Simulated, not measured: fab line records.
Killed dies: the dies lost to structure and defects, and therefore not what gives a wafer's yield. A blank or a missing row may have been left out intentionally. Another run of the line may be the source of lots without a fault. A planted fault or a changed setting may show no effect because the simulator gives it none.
fab line records    flow n5_finfet
record: lots: 7  wafers: 39
route steps=1938 shown PMOS_HMC_CHANNEL_EPI@57 FIN_SAQP@102 SD_EPI_P@321 BEOL_M0_SAQP@638
start_h: hours from the record's opening day to when the first of the lot's shown wafers began    wait_h: time in hours since the lot's previous step    " the same as in the row above    L1.1+2: one row covering several wafers at once    - no value, or no start was given    * or withheld: withheld    < > ~ a bound
route shown NAME@n: names a module that has steps shown in the file, with the first one's number in the route    usual: mean and standard deviation over wafers with no fault    same: alike in all rows    chamber/n: place in a boat    sites: per-site readings    _std_site: standard deviation of those values    _edge_site: mean of outer sites minus mean of inner sites    radius_mm: how far each site lies from the wafer's centre    mask NAME#n: copy n    behind: the tool/chamber that last shaped the wafer    hold: why the lot was held/for how many hours/how that ended    device: whichever transistor did not switch (one of n, p or np)    end of line: the route-end tests of the same wafers    where a step has no rows: the recipe by itself    killed: at the first sort, the dies lost to defects and structure; wafer yield is something else    map: dies across one wafer; x = killed, . = not, _ = none there
set.NAME: setting as actually run; set.NAME@STEP: the setting as run at that earlier step    model.NAME: the simulator's own value behind a step, which no gauge read
lots run with intentionally changed settings; tables by step, rows by wafer
== steps ==
step: N5_PMOS_HMC_CHANNEL_EPI_HM_DEP_34
recipe: material: SiO2  target_thk_a: 360  temp_c: 400  precursor: TEOS/O2  pressure_torr: 6.5  rf_w: 900  teos_flow_sccm: 161.4  gas: O2  flow_sccm: 2650  time_s: 6.9
lot.wafer  tool      chamber  start_h  wait_h  set.time_s  model.SiO2_of_PMOS_HMC_CHANNEL_EPI_HM_DEP_34.thk_nm
L074.1     pecvd-02  0        16.87    0.0     10.48       53.16
L074.2     "         1        "        "       6.9         36.05
L074.3     "         2        "        "       6.9         35.65
L074.4     "         1        "        "       6.9         36.44
L074.5     "         2        "        "       10.48       53.68
L074.6     "         0        "        "       10.48       54.08
L078.1     pecvd-03  2        41.00    0.0     10.19       52.66
L078.2     "         0        "        "       6.9         36.7
L078.3     "         1        "        "       6.9         36.78
L078.4     "         2        "        "       6.9         37.04
L078.5     "         1        "        "       10.19       53.43
L078.6     "         0        "        "       10.19       53.52
L079.1     pecvd-04  0        46.96    0.0     6.9         35.99
L079.2     "         2        "        "       6.9         35.46
L079.3     "         1        "        "       6.9         35.84
L079.4     "         1        "        "       6.9         36.14
L079.5     "         0        "        "       6.9         36.4
L079.6     "         2        "        "       6.9         36.79
L082.1     pecvd-04  0        65.19    0.0     6.9         35.66
L082.2     "         2        "        "       3.845       20.04
L082.3     "         1        "        "       3.845       19.3
L082.4     "         2        "        "       6.9         36.13
L082.5     "         0        "        "       6.9         36.01
L082.6     "         1        "        "       3.845       20.46
L089.1     pecvd-04  2        107.66   0.0     6.9         35.32
L089.2+6   "         0,1      "        "       3.691       19.35
L089.3     "         1        "        "       6.9         35.18
L089.4     "         2        "        "       6.9         36.03
L089.5     "         0        "        "       3.691       19.31
L091.1     pecvd-03  2        119.07   0.0     6.9         36.04
L091.2     "         1        "        "       6.9         35.47
L091.3     "         2        "        "       6.9         36.17
L095.1     pecvd-03  2        143.32   0.0     8.128       42.33
L095.2     "         1        "        "       6.9         35.58
L095.3     "         0        "        "       8.128       41.83
L095.4     "         0        "        "       8.128       42.69
L095.5     "         1        "        "       6.9         36.4
L095.6     "         2        "        "       6.9         36.75
step: N5_FIN_SAQP_HM_DEP_72
recipe: material: SiO2  target_thk_a: 120  temp_c: 400  precursor: SiH4/N2O  pressure_torr: 0.75  rf_w: 275  time_s: 7.2
lot.wafer  tool      chamber  start_h  wait_h  set.target_thk_a  model.SiO2_of_FIN_SAQP_HM_DEP_72.thk_nm
L074.1     pecvd-04  0        21.42    0.0     120               11.98
L074.2     "         2        "        "       120               12.22
L074.3     "         1        "        "       94.87             9.569
L074.4     "         0        "        "       94.87             9.589
L074.5     "         1        "        "       120               12.04
L074.6     "         2        "        "       94.87             9.637
L078.1     pecvd-03  1        45.36    0.0     90.61             8.846
L078.2+4   "         0,1      "        "       120               12.1
L078.3     "         2        "        "       90.61             8.992
L078.5     "         0        "        "       120               12.07
L078.6     "         2        "        "       90.61             9.066
L079.1     pecvd-04  2        51.16    0.0     120               11.92
L079.2     "         0        "        "       72.9              7.24
L079.3     "         2        "        "       72.9              7.239
L079.4     "         0        "        "       120               12.08
L079.5     "         0        "        "       72.9              7.384
L079.6     "         2        "        "       120               12.22
L082.1     pecvd-01  0        69.76    0.0     92.43             8.932
L082.2     "         1        "        "       92.43             9.041
L082.3     "         2        "        "       92.43             9.078
L082.4     "         2        "        "       120               12.03
L082.5     "         1        "        "       120               11.98
L082.6     "         0        "        "       120               11.83
L089.1     pecvd-01  0        112.31   0.0     60.77             6.023
L089.2     "         1        "        "       120               11.76
L089.3     "         0        "        "       60.77             6.212
L089.4     "         1        "        "       120               12.07
L089.5     "         0        "        "       60.77             6.066
L089.6     "         1        "        "       120               11.94
L091.1     pecvd-01  0        123.20   0.0     120               11.79
L091.2     "         1        "        "       120               11.58
L091.3     "         2        "        "       120               11.88
L095.1     pecvd-04  0        147.53   0.0     140.7             14.02
L095.2     "         2        "        "       140.7             14.07
L095.3     "         1        "        "       140.7             14.15
L095.4     "         0        "        "       120               12.3
L095.5     "         2        "        "       120               12.08
L095.6     "         1        "        "       120               12.12
step: N5_FIN_SAQP_COAT_49
recipe: resist: SOC  temp_c: 250  time_s: 60  spin_rpm: 1500  resist_thk_nm: 100
step: N5_FIN_SAQP_COAT_50
recipe: resist: SiARC  temp_c: 220  time_s: 60  spin_rpm: 1500  resist_thk_nm: 35
step: N5_FIN_SAQP_ETCH_52
recipe: chemistry: N2/H2  target: SOC  target_depth_a: 1000  overetch_a: 200  mask_material: SiARC  temp_c: 40  time_s: 150  ion_energy_ev: 200  pressure_mtorr: 30  source_w: 840  bias_w: 150  n2_flow_sccm: 200  h2_flow_sccm: 200  ends: end_point
step: N5_FIN_SAQP_STRIP_53
recipe: chemistry: N2/H2  temp_c: 40  n2_flow_sccm: 200  h2_flow_sccm: 200  rf_frequency_hz: 6e+07
step: N5_FIN_SAQP_HM_OPEN_73
recipe: chemistry: CHF3/O2  target: SiO2  stop_on: a-Si  target_depth_a: 120  over_etch_frac: 1.8  mask_material: SOC  time_s: 16.8  pressure_mtorr: 30  source_w: 650  bias_w: 170  Ar_flow_sccm: 200  CHF3_flow_sccm: 50  O2_flow_sccm: 5  ion_energy_ev: 200  ends: end_point
lot.wafer  tool         chamber  start_h  wait_h  set.target_thk_a@FIN_SAQP_HM_DEP_72  model.etch.depth_nm
L074.1     rie_diel-01  0        22.41    0.0     120                                  11.98
L074.2     "            1        "        "       120                                  12.22
L074.3     "            3        "        "       94.87                                9.569
L074.4     "            2        "        "       94.87                                9.589
L074.5     "            2        "        "       120                                  12.04
L074.6     "            3        "        "       94.87                                9.637
L078.1     rie_diel-01  0        46.10    0.0     90.61                                8.846
L078.2+4   "            2        "        "       120                                  12.1
L078.3     "            3        "        "       90.61                                8.992
L078.5     "            0        "        "       120                                  12.07
L078.6     "            3        "        "       90.61                                9.066
L079.1     rie_diel-04  1        51.93    0.0     120                                  11.92
L079.2     "            3        "        "       72.9                                 7.24
L079.3     "            2        "        "       72.9                                 7.239
L079.4     "            1        "        "       120                                  12.08
L079.5     "            2        "        "       72.9                                 7.384
L079.6     "            3        "        "       120                                  12.22
L082.1     rie_diel-03  2        70.44    0.0     92.43                                8.932
L082.2     "            3        "        "       92.43                                9.041
L082.3     "            0        "        "       92.43                                9.078
L082.4     "            1        "        "       120                                  12.03
L082.5     "            3        "        "       120                                  11.98
L082.6     "            2        "        "       120                                  11.83
L089.1     rie_diel-03  3        113.08   0.0     60.77                                6.023
L089.2     "            1        "        "       120                                  11.76
L089.3     "            0        "        "       60.77                                6.212
L089.4     "            2        "        "       120                                  12.07
L089.5     "            2        "        "       60.77                                6.066
L089.6     "            3        "        "       120                                  11.94
L091.1     rie_diel-01  0        123.95   0.0     120                                  11.79
L091.2     "            3        "        "       120                                  11.58
L091.3     "            2        "        "       120                                  11.88
L095.1     rie_diel-01  0        148.27   0.0     140.7                                14.02
L095.2     "            1        "        "       140.7                                14.07
L095.3     "            3        "        "       140.7                                14.15
L095.4     "            0        "        "       120                                  12.3
L095.5     "            1        "        "       120                                  12.08
L095.6     "            3        "        "       120                                  12.12
step: N5_SD_EPI_P_EPI_21
recipe: material: SiGe:B  dopant: B  temp_c: 550  pressure_torr: 20  ambient: H2  time_s: 355
lot.wafer  tool          chamber  start_h  wait_h  set.epi_growth_time_s  model.SiGe-B_of_SD_EPI_P_EPI_21.thk_nm
L074.1     epi_rpcvd-03  0        56.07    0.1     355                    61.6
L074.2     "             0        "        "       355                    61.2
L074.3     "             0        "        "       355                    60.6
L074.4     "             0        "        "       355                    60.8
L074.5+6   "             0        "        "       355                    61.4
L078.1     epi_rpcvd-04  0        78.29    0.1     433.5                  70.4
L078.2     "             0        "        "       355                    61
L078.3     "             0        "        "       433.5                  69.8
L078.4     "             0        "        "       355                    61.6
L078.5     "             0        "        "       433.5                  70
L078.6     "             0        "        "       355                    60.8
L079.1+5   epi_rpcvd-04  0        86.94    0.1     355                    61.6
L079.2     "             0        "        "       355                    61
L079.3+6   "             0        "        "       355                    61.4
L079.4     "             0        "        "       355                    61.8
L082.1+2   epi_rpcvd-04  0        104.63   0.1     355                    61.2
L082.3     "             0        "        "       437.8                  70.6
L082.4     "             0        "        "       437.8                  70
L082.5     "             0        "        "       355                    61
L082.6     "             0        "        "       437.8                  69.4
L089.1+5   epi_rpcvd-04  0        147.39   0.2     355                    61.4
L089.2     "             0        "        "       217.6                  41
L089.3     "             0        "        "       217.6                  40.4
L089.4     "             0        "        "       217.6                  40.6
L089.6     "             0        "        "       355                    61
L091.1+3   epi_rpcvd-03  0        160.50   0.1     355                    60
L091.2     "             0        "        "       355                    60.6
L095.1     epi_rpcvd-01  0        182.01   0.2     355                    59.6
L095.2     "             0        "        "       355                    60
L095.3     "             0        "        "       186.5                  33.8
L095.4     "             0        "        "       186.5                  33.6
L095.5     "             0        "        "       186.5                  34
L095.6     "             0        "        "       355                    59.4
step: N5_SD_EPI_P_EPI_MEAS_23
recipe: mode: xrd
usual: thk_nm: 61.0/1.3
lot.wafer  tool           chamber  start_h  wait_h  set.epi_growth_time_s@SD_EPI_P_EPI_21  thk_nm
L074.1     film_metro-02  -        58.26    1.8     355                                    60.9
L074.2     "              -        "        "       355                                    61.2
L074.3     "              -        "        "       355                                    61.2
L074.4     "              -        "        "       355                                    60.7
L074.5     "              -        "        "       355                                    61.9
L074.6     "              -        "        "       355                                    61.1
L078.1     film_metro-01  -        80.48    1.8     433.5                                  69.9
L078.2     "              -        "        "       355                                    60.2
L078.3     "              -        "        "       433.5                                  68.7
L078.4     "              -        "        "       355                                    61.2
L078.5     "              -        "        "       433.5                                  69.3
L078.6     "              -        "        "       355                                    61.7
L079.1     film_metro-02  -        89.14    1.8     355                                    63.4
L079.2     "              -        "        "       355                                    60.6
L079.3     "              -        "        "       355                                    59.2
L079.4     "              -        "        "       355                                    62.2
L079.5     "              -        "        "       355                                    63.4
L079.6     "              -        "        "       355                                    61.0
L082.1     film_metro-01  -        106.83   1.8     355                                    62.2
L082.2     "              -        "        "       355                                    61.6
L082.3     "              -        "        "       437.8                                  71.2
L082.4     "              -        "        "       437.8                                  71.3
L082.5     "              -        "        "       355                                    61.9
L082.6     "              -        "        "       437.8                                  70.1
L089.1     film_metro-02  -        150.31   2.4     355                                    61.1
L089.2     "              -        "        "       217.6                                  40.5
L089.3     "              -        "        "       217.6                                  39.2
L089.4     "              -        "        "       217.6                                  40.9
L089.5     "              -        "        "       355                                    61.1
L089.6     "              -        "        "       355                                    61.4
L091.1     film_metro-01  -        162.70   1.8     355                                    60.4
L091.2     "              -        "        "       355                                    58.6
L091.3     "              -        "        "       355                                    61.2
L095.1     film_metro-01  -        184.93   2.4     355                                    59.1
L095.2     "              -        "        "       355                                    58.9
L095.3     "              -        "        "       186.5                                  35.2
L095.4     "              -        "        "       186.5                                  32.5
L095.5     "              -        "        "       186.5                                  32.0
L095.6     "              -        "        "       355                                    60.2
step: N5_SD_EPI_P_HM_STRIP_48
recipe: chemistry: H3PO4  temp_c: 160  material: SiNx  target: SiNx  target_depth_a: 30  overetch_fraction: 0.3
step: N5_SD_EPI_P_SRD_49
recipe: dry: ipa_marangoni  time_s: 30  temp_c: 23  rinse_liquid: diw
step: N5_SD_EPI_P_PRECLEAN_24
recipe: chemistry: O3/DIW  time_s: 45  temp_c: 22  o3_ppm: 10
lot.wafer   tool          chamber  start_h  wait_h  set.epi_growth_time_s@SD_EPI_P_EPI_21  model.SiGe-B_of_SD_EPI_P_EPI_21.thk_nm
L074.1      wet_bench-01  7        58.37    0.0     355                                    61.2
L074.2+5+6  "             2,6,0    "        "       355                                    60.8
L074.3      "             1        "        "       355                                    60
L074.4      "             3        "        "       355                                    60.2
L078.1      wet_bench-05  7        80.59    0.0     433.5                                  70
L078.2+6    "             3,1      "        "       355                                    60.4
L078.3      "             2        "        "       433.5                                  69.2
L078.4      "             6        "        "       355                                    61.2
L078.5      "             0        "        "       433.5                                  69.6
L079.1+5    wet_bench-05  7,2      89.25    0.0     355                                    61.2
L079.2      "             1        "        "       355                                    60.6
L079.3+6    "             0,5      "        "       355                                    61
L079.4      "             6        "        "       355                                    61.4
L082.1+2    wet_bench-05  3,7      106.93   0.0     355                                    60.8
L082.3      "             4        "        "       437.8                                  70
L082.4      "             2        "        "       437.8                                  69.4
L082.5      "             5        "        "       355                                    60.4
L082.6      "             6        "        "       437.8                                  68.8
L089.1+5    wet_bench-02  3,2      150.41   0.0     355                                    61
L089.2      "             0        "        "       217.6                                  40.6
L089.3      "             7        "        "       217.6                                  40
L089.4      "             6        "        "       217.6                                  40.4
L089.6      "             1        "        "       355                                    60.4
L091.1+3    wet_bench-01  7,6      162.80   0.0     355                                    59.6
L091.2      "             0        "        "       355                                    60.2
L095.1+6    wet_bench-01  0,7      185.04   0.0     355                                    59
L095.2      "             2        "        "       355                                    59.6
L095.3      "             3        "        "       186.5                                  33.6
L095.4      "             4        "        "       186.5                                  33.4
L095.5      "             1        "        "       186.5                                  33.8
step: N5_BEOL_M0_SAQP_PECVD_04
recipe: material: a-Si  target_thk_a: 600  temp_c: 350  precursor: SiH4/He  pressure_torr: 3  rf_w: 100  time_s: 60.2
lot.wafer  tool      chamber  start_h  wait_h  set.time_s  model.a-Si_of_BEOL_M0_SAQP_PECVD_04.thk_nm
L074.1     pecvd-03  0        105.20   0.0     60.2        59
L074.2     "         1        "        "       60.2        59.2
L074.3     "         0        "        "       35.83       35.2
L074.4     "         1        "        "       60.2        60
L074.5     "         1        "        "       35.83       36
L074.6     "         0        "        "       35.83       35.4
L078.1     pecvd-01  0        129.60   0.0     60.2        60
L078.2     "         1        "        "       60.2        59.2
L078.3+4   "         2,1      "        "       60.2        59.6
L078.5     "         2        "        "       60.2        60.6
L078.6     "         0        "        "       60.2        60.8
L079.1     pecvd-03  2        135.41   0.0     60.2        59
L079.2     "         1        "        "       60.2        60
L079.3     "         0        "        "       60.2        59.6
L079.4     "         1        "        "       91.85       92.2
L079.5     "         0        "        "       91.85       92
L079.6     "         2        "        "       91.85       93.2
L082.1+2   pecvd-01  1,2      154.45   0.0     89.14       88
L082.3     "         0        "        "       60.2        59.6
L082.4     "         0        "        "       60.2        61.4
L082.5     "         1        "        "       60.2        59.8
L082.6     "         2        "        "       89.14       89.6
L089.1     pecvd-01  2        197.19   0.0     32.73       32.8
L089.2     "         1        "        "       32.73       32.6
L089.3+5   "         0,2      "        "       60.2        60
L089.4     "         1        "        "       60.2        60.4
L089.6     "         0        "        "       32.73       33.2
L091.1     pecvd-02  2        210.96   0.0     60.2        58.6
L091.2     "         0        "        "       60.2        59.6
L091.3     "         1        "        "       60.2        60
L095.1     pecvd-01  0        234.07   0.0     87.97       88
L095.2     "         2        "        "       60.2        61
L095.3     "         1        "        "       60.2        59.6
L095.4     "         1        "        "       87.97       88.6
L095.5     "         2        "        "       87.97       89.6
L095.6     "         0        "        "       60.2        61.4
step: N5_BEOL_M0_SAQP_THK_MEAS_05
usual: thk_nm: 60.0/0.81
lot.wafer  tool           chamber  start_h  wait_h  set.time_s@BEOL_M0_SAQP_PECVD_04  thk_nm
L074.1     film_metro-02  -        105.32   0.1     60.2                              59.0
L074.2     "              -        "        "       60.2                              59.1
L074.3     "              -        "        "       35.83                             35.3
L074.4     "              -        "        "       60.2                              60.0
L074.5     "              -        "        "       35.83                             35.9
L074.6     "              -        "        "       35.83                             35.4
L078.1     film_metro-02  -        129.70   0.1     60.2                              59.9
L078.2     "              -        "        "       60.2                              59.2
L078.3     "              -        "        "       60.2                              59.5
L078.4     "              -        "        "       60.2                              59.7
L078.5     "              -        "        "       60.2                              60.7
L078.6     "              -        "        "       60.2                              60.9
L079.1     film_metro-02  -        135.50   0.1     60.2                              59.0
L079.2     "              -        "        "       60.2                              59.9
L079.3     "              -        "        "       60.2                              59.5
L079.4     "              -        "        "       91.85                             92.2
L079.5     "              -        "        "       91.85                             92.0
L079.6     "              -        "        "       91.85                             93.1
L082.1     film_metro-01  -        154.55   0.1     89.14                             88.1
L082.2     "              -        "        "       89.14                             88.0
L082.3     "              -        "        "       60.2                              59.6
L082.4     "              -        "        "       60.2                              61.4
L082.5     "              -        "        "       60.2                              59.8
L082.6     "              -        "        "       89.14                             89.7
L089.1     film_metro-02  -        197.29   0.1     32.73                             32.8
L089.2     "              -        "        "       32.73                             32.7
L089.3     "              -        "        "       60.2                              60.0
L089.4     "              -        "        "       60.2                              60.3
L089.5     "              -        "        "       60.2                              60.1
L089.6     "              -        "        "       32.73                             33.1
L091.1     film_metro-02  -        211.05   0.1     60.2                              58.6
L091.2     "              -        "        "       60.2                              59.5
L091.3     "              -        "        "       60.2                              60.0
L095.1     film_metro-01  -        234.16   0.1     87.97                             88.0
L095.2     "              -        "        "       60.2                              60.9
L095.3     "              -        "        "       60.2                              59.5
L095.4     "              -        "        "       87.97                             88.6
L095.5     "              -        "        "       87.97                             89.5
L095.6     "              -        "        "       60.2                              61.4
step: N5_BEOL_M0_SAQP_HM_DEP_111
recipe: material: SiO2  target_thk_a: 120  temp_c: 400  precursor: SiH4/N2O  pressure_torr: 0.75  rf_w: 275  time_s: 7.2
step: N5_BEOL_M0_SAQP_COAT_81
recipe: resist: SOC  temp_c: 250  time_s: 60  spin_rpm: 1500  resist_thk_nm: 100
step: N5_BEOL_M0_SAQP_HM_OPEN_112
recipe: chemistry: CHF3/O2  target: SiO2  stop_on: a-Si  target_depth_a: 120  over_etch_frac: 1.25  mask_material: SOC  time_s: 13.5  pressure_mtorr: 30  source_w: 650  bias_w: 170  Ar_flow_sccm: 200  CHF3_flow_sccm: 50  O2_flow_sccm: 5  ion_energy_ev: 200  ends: end_point
step: N5_BEOL_M0_SAQP_STRIP_113
recipe: chemistry: CHF3/O2  resist: SiARC  rf_frequency_hz: 6e+07
step: N5_BEOL_M0_SAQP_MANDREL_ETCH_20
recipe: target_depth_a: 600  chemistry: HBr/Cl2  target: a-Si  stop_on: SiNx  bt_time_s: 10  mask_material: SOC  over_etch_frac: 0.5  time_s: 30  pressure_mtorr: 10  icp_w: 800  bias_w: 75  HBr_flow_sccm: 150  Cl2_flow_sccm: 80  ends: end_point
usual: oes_product_au: 0.774/0.015
lot.wafer  tool       chamber  start_h  wait_h  set.time_s@BEOL_M0_SAQP_PECVD_04  oes_product_au  model.etch.depth_nm
L074.1     rie_si-01  1        106.18   0.0     60.2                              0.757           58.95
L074.2     "          2        "        "       60.2                              0.772           59.17
L074.3     "          3        "        "       35.83                             0.607           35.27
L074.4     "          0        "        "       60.2                              0.775           60.01
L074.5     "          3        "        "       35.83                             0.621           35.95
L074.6     "          2        "        "       35.83                             0.592           35.47
L078.1     rie_si-06  0        130.55   0.0     60.2                              0.782           59.92
L078.2     "          3        "        "       60.2                              0.764           59.21
L078.3     "          2        "        "       60.2                              0.747           59.58
L078.4     "          1        "        "       60.2                              0.766           59.65
L078.5     "          1        "        "       60.2                              0.768           60.62
L078.6     "          2        "        "       60.2                              0.772           60.89
L079.1     rie_si-01  1        136.34   0.0     60.2                              0.751           58.92
L079.2     "          2        "        "       60.2                              0.777           59.91
L079.3     "          3        "        "       60.2                              0.801           59.53
L079.4     "          0        "        "       91.85                             0.994           89.77
L079.5     "          0        "        "       91.85                             1.002           89.94
L079.6     "          3        "        "       91.85                             1.034           91.27
L082.1     rie_si-06  3        155.39   0.0     89.14                             0.974           87.86
L082.2     "          0        "        "       89.14                             0.985           87.96
L082.3     "          1        "        "       60.2                              0.764           59.53
L082.4     "          0        "        "       60.2                              0.795           61.35
L082.5     "          1        "        "       60.2                              0.762           59.8
L082.6     "          3        "        "       89.14                             0.989           89.14
L089.1     rie_si-06  2        198.13   0.0     32.73                             0.563           32.82
L089.2     "          0        "        "       32.73                             0.582           32.64
L089.3     "          3        "        "       60.2                              0.776           59.96
L089.4     "          1        "        "       60.2                              0.761           60.31
L089.5     "          1        "        "       60.2                              0.761           60.02
L089.6     "          2        "        "       32.73                             0.570           33.2
L091.1     rie_si-06  2        211.84   0.0     60.2                              0.746           58.63
L091.2     "          1        "        "       60.2                              0.762           59.55
L091.3     "          3        "        "       60.2                              0.782           59.98
L095.1     rie_si-06  2        234.88   0.0     87.97                             0.959           87.97
L095.2     "          3        "        "       60.2                              0.788           60.91
L095.3     "          1        "        "       60.2                              0.759           59.5
L095.4     "          0        "        "       87.97                             0.981           87.94
L095.5     "          2        "        "       87.97                             0.966           88.6
L095.6     "          3        "        "       60.2                              0.787           61.38
step: N5_BEOL_M0_SAQP_STRIP_86
recipe: chemistry: N2/H2  power_w: 500  temp_c: 40  pressure_mtorr: 50  rf_frequency_hz: 6e+07  overash_fraction: 0.3  bias_power_w: 28  h2_frac: 0.5  n2_flow_sccm: 300  h2_flow_sccm: 300
step: N5_BEOL_M0_SAQP_STRIP_115
recipe: chemistry: post_etch_residue_remover  time_s: 60  temp_c: 25  remover_ph: withheld  remover_water_wt_pct: withheld  remover_fluoride_wt_pct: withheld
step: N5_BEOL_M0_SAQP_INSPECT_42
recipe: mode: adi  inspect_instrument: brightfield
usual: raw_defect_count: 289/98
lot.wafer  tool               chamber  start_h  wait_h  set.time_s@BEOL_M0_SAQP_PECVD_04  raw_defect_count
L074.1     defect_inspect-02  -        110.81   0.1     60.2                              430
L074.2     "                  -        "        "       60.2                              403
L074.3     "                  -        "        "       35.83                             405
L074.4     "                  -        "        "       60.2                              445
L074.5     "                  -        "        "       35.83                             591
L074.6     "                  -        "        "       35.83                             440
L078.1     defect_inspect-02  -        134.29   0.1     60.2                              254
L078.2     "                  -        "        "       60.2                              196
L078.3     "                  -        "        "       60.2                              260
L078.4     "                  -        "        "       60.2                              161
L078.5     "                  -        "        "       60.2                              155
L078.6     "                  -        "        "       60.2                              245
L079.1     defect_inspect-01  -        140.49   0.1     60.2                              263
L079.2     "                  -        "        "       60.2                              317
L079.3     "                  -        "        "       60.2                              231
L079.4     "                  -        "        "       91.85                             1926
L079.5     "                  -        "        "       91.85                             1901
L079.6     "                  -        "        "       91.85                             1776
L082.1     defect_inspect-02  -        160.35   0.1     89.14                             1404
L082.2     "                  -        "        "       89.14                             1434
L082.3     "                  -        "        "       60.2                              322
L082.4     "                  -        "        "       60.2                              145
L082.5     "                  -        "        "       60.2                              214
L082.6     "                  -        "        "       89.14                             1464
L089.1     defect_inspect-02  -        201.89   0.1     32.73                             381
L089.2     "                  -        "        "       32.73                             338
L089.3     "                  -        "        "       60.2                              337
L089.4     "                  -        "        "       60.2                              230
L089.5     "                  -        "        "       60.2                              403
L089.6     "                  -        "        "       32.73                             199
L091.1     defect_inspect-01  -        215.41   0.1     60.2                              213
L091.2     "                  -        "        "       60.2                              238
L091.3     "                  -        "        "       60.2                              240
L095.1     defect_inspect-01  -        239.07   0.1     87.97                             1165
L095.2     "                  -        "        "       60.2                              201
L095.3     "                  -        "        "       60.2                              279
L095.4     "                  -        "        "       87.97                             1505
L095.5     "                  -        "        "       87.97                             1558
L095.6     "                  -        "        "       60.2                              206
== key ==
split: step: N5_PMOS_HMC_CHANNEL_EPI_HM_DEP_34  setting: time_s  stated: 6.9  by: wafer
response: step: N5_PMOS_HMC_CHANNEL_EPI_HM_DEP_34  reading: model.SiO2_of_PMOS_HMC_CHANNEL_EPI_HM_DEP_34.thk_nm  change: +0.347  per: 1%  r: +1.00
split: step: N5_FIN_SAQP_HM_DEP_72  setting: target_thk_a  stated: 120  by: wafer
response: step: N5_FIN_SAQP_HM_DEP_72  reading: model.SiO2_of_FIN_SAQP_HM_DEP_72.thk_nm  change: +0.121  per: 1%  r: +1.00
response: step: N5_FIN_SAQP_HM_OPEN_73  reading: model.etch.depth_nm  change: +0.121  per: 1%  r: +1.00
split: step: N5_SD_EPI_P_EPI_21  setting: epi_growth_time_s  stated: 355  by: wafer
response: step: N5_SD_EPI_P_EPI_21  reading: model.SiGe-B_of_SD_EPI_P_EPI_21.thk_nm  change: +0.508  per: 1%  r: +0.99
response: step: N5_SD_EPI_P_EPI_MEAS_23  reading: thk_nm  change: *  per: 1%  r: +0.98
response: step: N5_SD_EPI_P_PRECLEAN_24  reading: model.SiGe-B_of_SD_EPI_P_EPI_21.thk_nm  change: +0.503  per: 1%  r: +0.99
split: step: N5_BEOL_M0_SAQP_PECVD_04  setting: time_s  stated: 60.2  by: wafer
response: step: N5_BEOL_M0_SAQP_PECVD_04  reading: model.a-Si_of_BEOL_M0_SAQP_PECVD_04.thk_nm  change: +0.604  per: 1%  r: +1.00
response: step: N5_BEOL_M0_SAQP_THK_MEAS_05  reading: thk_nm  change: *  per: 1%  r: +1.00
response: step: N5_BEOL_M0_SAQP_MANDREL_ETCH_20  reading: oes_product_au  change: +0.00426  per: 1%  r: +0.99
response: step: N5_BEOL_M0_SAQP_MANDREL_ETCH_20  reading: model.etch.depth_nm  change: +0.591  per: 1%  r: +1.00
response: step: N5_BEOL_M0_SAQP_INSPECT_42  reading: raw_defect_count  shape: bent  at_lowest: 306  at_stated: 266  at_highest: 1868
